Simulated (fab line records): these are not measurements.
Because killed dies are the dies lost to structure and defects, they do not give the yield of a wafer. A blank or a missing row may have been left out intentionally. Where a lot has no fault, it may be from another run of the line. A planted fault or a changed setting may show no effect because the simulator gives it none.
Which of the tools did it? / flow n5_finfet / Sampling: 10 lots, 30 wafers, 6 of 1938 route steps

WHAT THE GAUGES SHOWED, per wafer
N5_BEOL_M0_RS_MEAS_126: measurement is done with a four-point probe.
lot=L495; measured=day 6 01:56; on=film_metro-01; M0_RS (ohm/sq)=0.530 0.515 0.500
lot=L498; measured=day 6 19:07; on=film_metro-02; M0_RS (ohm/sq)=0.504 0.532 0.517
lot=L501; measured=day 7 14:52; on=film_metro-01; M0_RS (ohm/sq)=0.513 0.510 0.513
lot=L502; measured=day 7 16:28; on=film_metro-01; M0_RS (ohm/sq)=0.512 0.516 0.503
lot=L506; measured=day 9 05:32; on=film_metro-01; M0_RS (ohm/sq)=0.530 0.515 0.544
lot=L507; measured=day 9 09:38; on=film_metro-01; M0_RS (ohm/sq)=0.564 0.564 0.553
lot=L508; measured=day 9 14:23; on=film_metro-01; M0_RS (ohm/sq)=0.540 0.522 0.501
lot=L511; measured=day 9 21:38; on=film_metro-01; M0_RS (ohm/sq)=0.590 0.607 0.590
lot=L512; measured=day 10 06:51; on=film_metro-02; M0_RS (ohm/sq)=0.596 0.574 0.569
lot=L513; measured=day 10 10:13; on=film_metro-02; M0_RS (ohm/sq)=0.571 0.603 0.558

N5_BEOL_M4_RC_MEAS_101.
lot=L495; measured=day 8 02:14; on=prober-02; DIBL_N (mV/V)=34.6 38.2 37.1; DIBL_P (mV/V)=35.1 38.6 37.4; IOFF_N (nA/um)=0.131 0.191 0.174; IOFF_P (nA/um)=0.195 0.252 0.229; ION_N (uA/um)=667 680 672; ION_P (uA/um)=460 464 459; SS_N (mV/dec)=71.7 72.2 71.7; SS_P (mV/dec)=73.3 74.6 74.0; VT_N (mV)=250.4 245.9 247.3; VT_P (mV)=-252.1 -250.6 -249.8
lot=L498; measured=day 9 02:19; on=prober-02; DIBL_N (mV/V)=36.2 37.7 35.9; DIBL_P (mV/V)=35.5 36.6 35.5; IOFF_N (nA/um)=0.143 0.163 0.145; IOFF_P (nA/um)=0.188 0.202 0.190; ION_N (uA/um)=669 666 674; ION_P (uA/um)=458 456 462; SS_N (mV/dec)=71.7 72.1 71.3; SS_P (mV/dec)=72.4 73.5 72.6; VT_N (mV)=251.5 251.0 250.1; VT_P (mV)=-255.1 -252.9 -252.0
lot=L501; measured=day 9 10:04; on=prober-01; DIBL_N (mV/V)=34.1 35.3 36.0; DIBL_P (mV/V)=35.0 36.8 37.7; IOFF_N (nA/um)=0.128 0.150 0.161; IOFF_P (nA/um)=0.162 0.179 0.186; ION_N (uA/um)=660 674 676; ION_P (uA/um)=452 457 460; SS_N (mV/dec)=71.6 71.1 72.0; SS_P (mV/dec)=72.4 73.4 73.6; VT_N (mV)=252.3 249.7 251.4; VT_P (mV)=-254.1 -254.3 -253.0
lot=L502; measured=day 10 00:45; on=prober-02; DIBL_N (mV/V)=33.8 35.1 34.4; DIBL_P (mV/V)=33.6 34.5 34.1; IOFF_N (nA/um)=0.126 0.141 0.131; IOFF_P (nA/um)=0.147 0.155 0.148; ION_N (uA/um)=669 669 665; ION_P (uA/um)=453 443 448; SS_N (mV/dec)=70.9 71.8 70.8; SS_P (mV/dec)=72.7 72.7 72.1; VT_N (mV)=251.1 251.5 252.5; VT_P (mV)=-256.9 -256.8 -256.1
lot=L506; measured=day 11 08:32; on=prober-01; DIBL_N (mV/V)=33.6 34.7 33.2; DIBL_P (mV/V)=36.2 37.1 35.7; IOFF_N (nA/um)=0.151 0.157 0.140; IOFF_P (nA/um)=0.208 0.220 0.197; ION_N (uA/um)=674 673 665; ION_P (uA/um)=467 465 463; SS_N (mV/dec)=71.8 71.6 71.6; SS_P (mV/dec)=72.9 74.4 73.1; VT_N (mV)=248.0 249.8 250.3; VT_P (mV)=-249.2 -249.0 -251.5
lot=L507; measured=day 11 05:29; on=prober-02; DIBL_N (mV/V)=36.2 35.2 37.1; DIBL_P (mV/V)=34.6 33.5 35.2; IOFF_N (nA/um)=0.138 0.123 0.146; IOFF_P (nA/um)=0.180 0.166 0.188; ION_N (uA/um)=671 666 672; ION_P (uA/um)=461 453 462; SS_N (mV/dec)=70.9 70.5 71.4; SS_P (mV/dec)=72.2 72.1 72.7; VT_N (mV)=249.2 253.1 251.4; VT_P (mV)=-253.5 -256.0 -252.9
lot=L508; measured=day 11 08:53; on=prober-02; DIBL_N (mV/V)=36.8 36.6 38.6; DIBL_P (mV/V)=35.0 35.1 36.8; IOFF_N (nA/um)=0.145 0.154 0.183; IOFF_P (nA/um)=0.215 0.227 0.245; ION_N (uA/um)=666 675 684; ION_P (uA/um)=462 469 464; SS_N (mV/dec)=71.4 71.7 71.6; SS_P (mV/dec)=72.6 73.5 74.0; VT_N (mV)=251.2 250.8 248.2; VT_P (mV)=-248.6 -249.7 -249.9
lot=L511; measured=day 12 05:29; on=prober-01; DIBL_N (mV/V)=38.6 39.0 37.4; DIBL_P (mV/V)=36.4 37.3 35.3; IOFF_N (nA/um)=0.165 0.177 0.144; IOFF_P (nA/um)=0.210 0.217 0.196; ION_N (uA/um)=677 675 675; ION_P (uA/um)=464 457 458; SS_N (mV/dec)=71.7 71.8 71.4; SS_P (mV/dec)=73.7 74.6 73.4; VT_N (mV)=249.1 250.3 247.9; VT_P (mV)=-251.6 -251.7 -251.1
lot=L512; measured=day 12 11:29; on=prober-02; DIBL_N (mV/V)=36.4 35.6 35.2; DIBL_P (mV/V)=35.5 35.2 34.7; IOFF_N (nA/um)=0.143 0.139 0.133; IOFF_P (nA/um)=0.189 0.183 0.179; ION_N (uA/um)=663 666 671; ION_P (uA/um)=457 455 466; SS_N (mV/dec)=72.0 71.2 70.8; SS_P (mV/dec)=73.6 72.5 72.3; VT_N (mV)=251.3 253.8 253.2; VT_P (mV)=-252.0 -253.8 -254.1
lot=L513; measured=day 12 15:20; on=prober-02; DIBL_N (mV/V)=34.5 34.9 34.1; DIBL_P (mV/V)=34.7 35.5 34.6; IOFF_N (nA/um)=0.131 0.134 0.125; IOFF_P (nA/um)=0.146 0.149 0.140; ION_N (uA/um)=660 680 658; ION_P (uA/um)=448 456 445; SS_N (mV/dec)=71.4 71.4 71.2; SS_P (mV/dec)=72.9 73.7 72.8; VT_N (mV)=254.0 254.3 251.2; VT_P (mV)=-258.7 -256.1 -257.9

TOOL THAT RAN EACH LOT (tool first, then ch and the chambers of the sampled wafers, then the start)
lot=L495; N5_BEOL_M0_SAQP_PECVD_00=pecvd-01 ch 0,2, day 5 13:46; N5_BEOL_M0_ANNEAL_119=rtp_anneal-02 ch 0, day 6 01:07; N5_BEOL_M0_CO_CAP_123=cvd_co-02 ch 0,1, day 6 01:45; N5_BEOL_M1_PECVD_72=pecvd-04 ch 1,2, day 6 02:06
lot=L498; N5_BEOL_M0_SAQP_PECVD_00=pecvd-03 ch 1,2, day 6 06:28; N5_BEOL_M0_ANNEAL_119=rtp_anneal-02 ch 0, day 6 18:12; N5_BEOL_M0_CO_CAP_123=cvd_co-02 ch 0,2, day 6 18:54; N5_BEOL_M1_PECVD_72=pecvd-01 ch 1,2, day 6 19:17
lot=L501; N5_BEOL_M0_SAQP_PECVD_00=pecvd-02 ch 0,1,2, day 6 23:54; N5_BEOL_M0_ANNEAL_119=rtp_anneal-01 ch 0, day 7 14:01; N5_BEOL_M0_CO_CAP_123=cvd_co-01 ch 0,1,2, day 7 14:41; N5_BEOL_M1_PECVD_72=pecvd-04 ch 1,2, day 7 15:02
lot=L502; N5_BEOL_M0_SAQP_PECVD_00=pecvd-02 ch 0,2, day 7 03:50; N5_BEOL_M0_ANNEAL_119=rtp_anneal-01 ch 0, day 7 15:33; N5_BEOL_M0_CO_CAP_123=cvd_co-02 ch 0,1,2, day 7 16:17; N5_BEOL_M1_PECVD_72=pecvd-01 ch 0,2, day 7 16:38
lot=L506; N5_BEOL_M0_SAQP_PECVD_00=pecvd-01 ch 0,2, day 8 15:31; N5_BEOL_M0_ANNEAL_119=rtp_anneal-01 ch 0, day 9 04:42; N5_BEOL_M0_CO_CAP_123=cvd_co-01 ch 1,2, day 9 05:22; N5_BEOL_M1_PECVD_72=pecvd-01 ch 0,1,2, day 9 05:43
lot=L507; N5_BEOL_M0_SAQP_PECVD_00=pecvd-01 ch 0,1,2, day 8 18:31; N5_BEOL_M0_ANNEAL_119=rtp_anneal-02 ch 0, day 9 08:47; N5_BEOL_M0_CO_CAP_123=cvd_co-02 ch 0,1,2, day 9 09:27; N5_BEOL_M1_PECVD_72=pecvd-04 ch 0,1,2, day 9 09:53
lot=L508; N5_BEOL_M0_SAQP_PECVD_00=pecvd-03 ch 0,1, day 8 21:31; N5_BEOL_M0_ANNEAL_119=rtp_anneal-02 ch 0, day 9 13:29; N5_BEOL_M0_CO_CAP_123=cvd_co-02 ch 0,1, day 9 14:10; N5_BEOL_M1_PECVD_72=pecvd-04 ch 0,1, day 9 14:34
lot=L511; N5_BEOL_M0_SAQP_PECVD_00=pecvd-01 ch 0,1,2, day 9 09:07; N5_BEOL_M0_ANNEAL_119=rtp_anneal-02 ch 0, day 9 20:53; N5_BEOL_M0_CO_CAP_123=cvd_co-01 ch 0,1,2, day 9 21:28; N5_BEOL_M1_PECVD_72=pecvd-03 ch 0,2, day 9 21:49
lot=L512; N5_BEOL_M0_SAQP_PECVD_00=pecvd-01 ch 0,2, day 9 17:59; N5_BEOL_M0_ANNEAL_119=rtp_anneal-02 ch 0, day 10 06:02; N5_BEOL_M0_CO_CAP_123=cvd_co-02 ch 0,1,2, day 10 06:40; N5_BEOL_M1_PECVD_72=pecvd-01 ch 1,2, day 10 07:01
lot=L513; N5_BEOL_M0_SAQP_PECVD_00=pecvd-01 ch 0,1,2, day 9 20:59; N5_BEOL_M0_ANNEAL_119=rtp_anneal-01 ch 0, day 10 09:25; N5_BEOL_M0_CO_CAP_123=cvd_co-01 ch 0,2, day 10 10:02; N5_BEOL_M1_PECVD_72=pecvd-01 ch 0,2, day 10 10:24
- N5_BEOL_M0_SAQP_PECVD_00: deposits SiCN from 3MS/NH3, target thk 8 nm, time 14 s.
- N5_BEOL_M0_ANNEAL_119: time 90 s.
- N5_BEOL_M0_CO_CAP_123: material Co, precursor CCTBA/H2, target thk 2 nm, time 102.1 s.
- N5_BEOL_M1_PECVD_72: deposits SiO2 from TEOS/O2, target thk 16 nm, time 18 s.

AS READ BY THE TOOLS THEMSELVES (means over the sampled wafers that have a number; for cases with no such wafer, the mark the record gives instead)
N5_BEOL_M0_SAQP_PECVD_00.
lot=L495; tool=pecvd-01; showerhead_plenum_p_Torr (Torr)=3.667; throttle_valve_pct (%)=8.7
lot=L498; tool=pecvd-03; showerhead_plenum_p_Torr (Torr)=3.669; throttle_valve_pct (%)=9.6
lot=L501; tool=pecvd-02; showerhead_plenum_p_Torr (Torr)=3.668; throttle_valve_pct (%)=8.7
lot=L502; tool=pecvd-02; showerhead_plenum_p_Torr (Torr)=3.666; throttle_valve_pct (%)=8.9
lot=L506; tool=pecvd-01; showerhead_plenum_p_Torr (Torr)=3.670; throttle_valve_pct (%)=9.1
lot=L507; tool=pecvd-01; showerhead_plenum_p_Torr (Torr)=3.667; throttle_valve_pct (%)=9.1
lot=L508; tool=pecvd-03; showerhead_plenum_p_Torr (Torr)=3.664; throttle_valve_pct (%)=10.0
lot=L511; tool=pecvd-01; showerhead_plenum_p_Torr (Torr)=3.664; throttle_valve_pct (%)=9.0
lot=L512; tool=pecvd-01; showerhead_plenum_p_Torr (Torr)=3.669; throttle_valve_pct (%)=9.2
lot=L513; tool=pecvd-01; showerhead_plenum_p_Torr (Torr)=3.664; throttle_valve_pct (%)=9.0

N5_BEOL_M0_ANNEAL_119.
lot=L495 tool=rtp_anneal-02 wafer_temp_C_max=226.32
lot=L498 tool=rtp_anneal-02 wafer_temp_C_max=226.09
lot=L501 tool=rtp_anneal-01 wafer_temp_C_max=226.19
lot=L502 tool=rtp_anneal-01 wafer_temp_C_max=226.30
lot=L506 tool=rtp_anneal-01 wafer_temp_C_max=226.11
lot=L507 tool=rtp_anneal-02 wafer_temp_C_max=226.24
lot=L508 tool=rtp_anneal-02 wafer_temp_C_max=226.50
lot=L511 tool=rtp_anneal-02 wafer_temp_C_max=226.26
lot=L512 tool=rtp_anneal-02 wafer_temp_C_max=226.31
lot=L513 tool=rtp_anneal-01 wafer_temp_C_max=226.27

N5_BEOL_M0_CO_CAP_123.
lot=L495; tool=cvd_co-02; heater_power_w (W)=247
lot=L498; tool=cvd_co-02; heater_power_w (W)=225
lot=L501; tool=cvd_co-01; heater_power_w (W)=242
lot=L502; tool=cvd_co-02; heater_power_w (W)=234
lot=L506; tool=cvd_co-01; heater_power_w (W)=242
lot=L507; tool=cvd_co-02; heater_power_w (W)=238
lot=L508; tool=cvd_co-02; heater_power_w (W)=223
lot=L511; tool=cvd_co-01; heater_power_w (W)=247
lot=L512; tool=cvd_co-02; heater_power_w (W)=242
lot=L513; tool=cvd_co-01; heater_power_w (W)=239

N5_BEOL_M1_PECVD_72.
lot=L495; tool=pecvd-04; heater_power_w (W)=932; showerhead_plenum_p_Torr (Torr)=8.73; throttle_valve_pct (%)=21.9
lot=L498; tool=pecvd-01; heater_power_w (W)=583; showerhead_plenum_p_Torr (Torr)=8.80; throttle_valve_pct (%)=22.0
lot=L501; tool=pecvd-04; heater_power_w (W)=964; showerhead_plenum_p_Torr (Torr)=8.74; throttle_valve_pct (%)=21.7
lot=L502; tool=pecvd-01; heater_power_w (W)=721; showerhead_plenum_p_Torr (Torr)=8.80; throttle_valve_pct (%)=21.2
lot=L506; tool=pecvd-01; heater_power_w (W)=690; showerhead_plenum_p_Torr (Torr)=8.80; throttle_valve_pct (%)=22.3
lot=L507; tool=pecvd-04; heater_power_w (W)=926; showerhead_plenum_p_Torr (Torr)=8.78; throttle_valve_pct (%)=21.5
lot=L508; tool=pecvd-04; heater_power_w (W)=883; showerhead_plenum_p_Torr (Torr)=8.77; throttle_valve_pct (%)=21.2
lot=L511; tool=pecvd-03; heater_power_w (W)=725; showerhead_plenum_p_Torr (Torr)=8.78; throttle_valve_pct (%)=22.7
lot=L512; tool=pecvd-01; heater_power_w (W)=714; showerhead_plenum_p_Torr (Torr)=8.79; throttle_valve_pct (%)=21.1
lot=L513; tool=pecvd-01; heater_power_w (W)=738; showerhead_plenum_p_Torr (Torr)=8.81; throttle_valve_pct (%)=21.2

THE ANSWER, worked out from the rows above alone
Rule: the usual values come from the lots themselves. The widest of any qualifying gaps counts: lots, ordered by their means at a reading, are off when they make up no more than a third of the lots, leave a main group of 4 or more, and stand apart from it by 3 or more times the standard deviation of that group's means. If all means in a main group match to the digits the tables above print for the reading, that group is not used. A lot without any number at a reading at which 4 lots or more have one is off too. The other lots that the step has rows for count as sound. Order of review: gauges by route order, followed by the tools' own readings, for which a lot's mean as printed above is used. At the first step where some lot is off, the reading lying furthest off is the one used; lots without a number count as furthest.
No lot is off on any of the readings shown, so nothing can be concluded from this.

WHAT THE SIMULATOR PUT IN
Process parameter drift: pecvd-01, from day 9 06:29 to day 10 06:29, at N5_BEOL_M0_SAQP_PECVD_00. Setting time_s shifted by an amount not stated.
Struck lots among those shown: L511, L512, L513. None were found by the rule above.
